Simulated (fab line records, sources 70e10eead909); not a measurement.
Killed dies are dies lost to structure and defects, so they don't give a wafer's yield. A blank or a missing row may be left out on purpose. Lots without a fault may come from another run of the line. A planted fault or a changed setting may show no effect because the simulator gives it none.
Chamber matching | flow nand_harc | NHARC_THIN_TSV_DESCUM_14 on rie_diel-03: 4 sister chambers
The step chemistry O2, time 3 s. 14 wafers are shown with their chamber, then 7 later ones without.

WAFERS WITH THEIR CHAMBER
wafer  | chamber | showerhead_plenum_p_Torr (Torr) | drypump_motor_current_A (A) | rf_vpp_V (V)
L506.2 | 0       | 1.83                            | 5.0                         | 57.5
L506.3 | 3       | 2.01                            | 6.0                         | 57.9
L506.6 | 0       | 1.83                            | 5.0                         | 56.6
L508.1 | 0       | 1.83                            | 5.0                         | 58.2
L508.4 | 3       | 2.00                            | 6.0                         | 58.6
L508.5 | 2       | 1.81                            | 6.0                         | 58.4
L507.2 | 3       | 2.00                            | 6.0                         | 58.0
L507.3 | 2       | 1.81                            | 6.0                         | 57.5
L507.6 | 1       | 1.77                            | 6.2                         | 56.2
L510.3 | 0       | 1.83                            | 4.9                         | 58.1
L510.4 | 2       | 1.81                            | 5.9                         | 58.1
L510.5 | 3       | 2.00                            | 6.0                         | 58.7
L509.1 | 0       | 1.83                            | 4.9                         | 58.4
L509.4 | 1       | 1.77                            | 6.1                         | 55.9

SIGNATURES (means of the wafers above)
reading                  | chamber 0 | chamber 1 | chamber 2 | chamber 3 | scatter within a chamber
showerhead_plenum_p_Torr | 1.8300    | 1.7700    | 1.8100    | 2.0025    | 0.00274
drypump_motor_current_A  | 4.960     | 6.150     | 5.967     | 6.000     | 0.0486
rf_vpp_V                 | 57.760    | 56.050    | 58.000    | 58.300    | 0.557
Rule: a wafer's distance from a chamber is the root of the sum, over the readings, of the square of ((its reading less the chamber's mean) divided by the reading's scatter). The wafer belongs to the nearest chamber; if the next one is less than 2 further off, it can't be placed. The scatter: the root of (the sum of the squares of (reading less its chamber's mean) over the shown wafers, divided by (wafers less chambers)).

WAFERS WITHOUT THEIR CHAMBER
wafer  | showerhead_plenum_p_Torr (Torr) | drypump_motor_current_A (A) | rf_vpp_V (V)
L509.6 | 1.83                            | 4.9                         | 58.5
L522.2 | 1.83                            | 4.9                         | 57.5
L522.4 | 1.77                            | 6.2                         | 56.7
L522.5 | 1.81                            | 6.0                         | 57.1
L526.2 | 2.00                            | 6.0                         | 56.3
L526.4 | 1.83                            | 4.9                         | 57.4
L526.6 | 1.83                            | 5.0                         | 58.0

WHICH CHAMBER EACH WENT THROUGH
wafer  | from the rows above | in truth
L509.6 | 0                   | 0
L522.2 | 0                   | 0
L522.4 | 1                   | 1
L522.5 | 2                   | 2
L526.2 | 3                   | 3
L526.4 | 0                   | 0
L526.6 | 0                   | 0
Placed correctly: 7 of 7. Can't be placed from these rows: 0. Placed wrongly: 0.
